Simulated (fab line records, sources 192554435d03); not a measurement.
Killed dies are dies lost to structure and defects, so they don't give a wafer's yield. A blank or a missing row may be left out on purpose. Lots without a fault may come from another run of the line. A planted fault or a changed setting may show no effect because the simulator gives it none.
One fault seen from 2 desks | flow n5_finfet | each desk has only its own numbers; what lay behind them comes last

THE METROLOGY DESK
What the gauges read, lot by lot, whatever tool the lot ran on: means of the sampled wafers that have a number. A lot is out of limits, marked OUT, if its mean lies more than 4 standard deviations from the usual mean; the brackets give that distance.
Columns: A = V5_OVL at N5_BEOL_M6_OVL_MEAS_29, usual 0.0 nm
lot  | first seen here | A
L346 | day 8 19:26     | 0.4
L350 | day 9 10:50     | 0.2
L351 | day 9 21:17     | -1.0
L359 | day 11 21:48    | 0.5
L361 | day 12 15:40    | 0.3
L363 | day 12 22:24    | 0.2
L362 | day 12 22:40    | 1.0
L364 | day 13 06:59    | -0.4
L366 | day 13 21:52    | 0.0
L365 | day 14 02:26    | 0.3
L367 | day 14 02:28    | 0.3
This desk's finding: nothing out of limits on any of the 11 lots.

THE TOOL OWNER'S DESK: litho_track-05
The tool's own readings at N5_BEOL_M6_COAT_63 (time 60 s, resist thk 60 nm): means of the sampled wafers that have a number, for each lot that ran on this tool. A lot is out of limits, marked OUT, if its mean lies more than 4 standard deviations from the usual mean; the brackets give that distance.
Columns: A = spin_speed_rpm at N5_BEOL_M6_COAT_63, usual 1499.9 rpm
lot  | first seen here | A
L346 | day 8 18:52     | 1499.4
L350 | day 9 10:31     | 1535.9 (+40) OUT
L351 | day 9 20:59     | 1536.2 (+41) OUT
L362 | day 12 22:20    | 1500.5
L365 | day 14 02:07    | 1499.8
This desk's finding: out of limits on L350, L351; first on L350, day 9 10:31 (spin_speed_rpm at N5_BEOL_M6_COAT_63). In limits: L346, L362, L365.

PUT TOGETHER
The tool owner's desk could have raised an alarm at day 9 10:31, on L350, L351.
The metrology desk saw nothing out of limits.
The metrology desk has L350, L351 on record, within its limits.
Of the lots named, all ran N5_BEOL_M6_COAT_63 on litho_track-05.

WHAT THE SIMULATOR HAD PUT IN
Process parameter drift: litho_track-05, from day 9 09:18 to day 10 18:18, at N5_BEOL_M6_COAT_63. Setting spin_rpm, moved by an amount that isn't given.
Lots struck among those shown: L350, L351.
Hours from the fault's start to each desk's first reading out of limits: the tool owner's desk, 1.
